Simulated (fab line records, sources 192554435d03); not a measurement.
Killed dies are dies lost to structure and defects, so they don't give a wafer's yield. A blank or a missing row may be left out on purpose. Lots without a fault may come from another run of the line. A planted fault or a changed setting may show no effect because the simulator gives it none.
Chamber matching | flow n5_finfet | N5_HKMG_FIN_NWFM_ALD_20 on ald_metal-02: 4 sister chambers
The step deposits TiAlC, target thk 2 nm, pulse time 3 s, purge time 2 s. 4 wafers are shown with their chamber, then 12 later ones without.

WAFERS WITH THEIR CHAMBER
wafer  | chamber | heater_power_w (W)
L089.2 | 1       | 488
L091.1 | 2       | 528
L091.2 | 3       | 497
L091.3 | 0       | 602

WAFERS WITHOUT THEIR CHAMBER
wafer  | heater_power_w (W)
L091.4 | 484
L091.5 | 488
L091.6 | 590
L092.1 | 499
L092.3 | 580
L092.5 | 492
L094.1 | 483
L094.2 | 593
L094.4 | 522
L096.1 | 489
L096.2 | 505
L096.3 | 583

WHICH CHAMBER EACH WENT THROUGH
wafer  | from the rows above          | in truth
L091.4 | can't be placed: 1 or 3      | 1
L091.5 | can't be placed: 1 or 3      | 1
L091.6 | 0                            | 0
L092.1 | can't be placed: 3 or 1      | 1
L092.3 | 0                            | 0
L092.5 | can't be placed: 1 or 3      | 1
L094.1 | can't be placed: 1 or 3      | 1
L094.2 | 0                            | 0
L094.4 | can't be placed: 2 or 3      | 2
L096.1 | can't be placed: 1 or 3      | 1
L096.2 | can't be placed: 3 or 1 or 2 | 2
L096.3 | 0                            | 0
Placed correctly: 4 of 12. Can't be placed from these rows: 8 (the true chamber is among the candidates in 8). Placed wrongly: 0.
How it was worked out, from the rows above alone: a wafer's distance from a chamber is the root of the sum, over the readings, of the square of ((its reading less the chamber's mean) divided by the reading's scatter). The wafer belongs to the nearest chamber; if the next one is less than 2 further off, it can't be placed. A chamber's mean is the mean of its shown wafers. The scatter: with one shown wafer a chamber, the root of the mean of the squares of how far each hidden wafer lies from its nearest shown one.
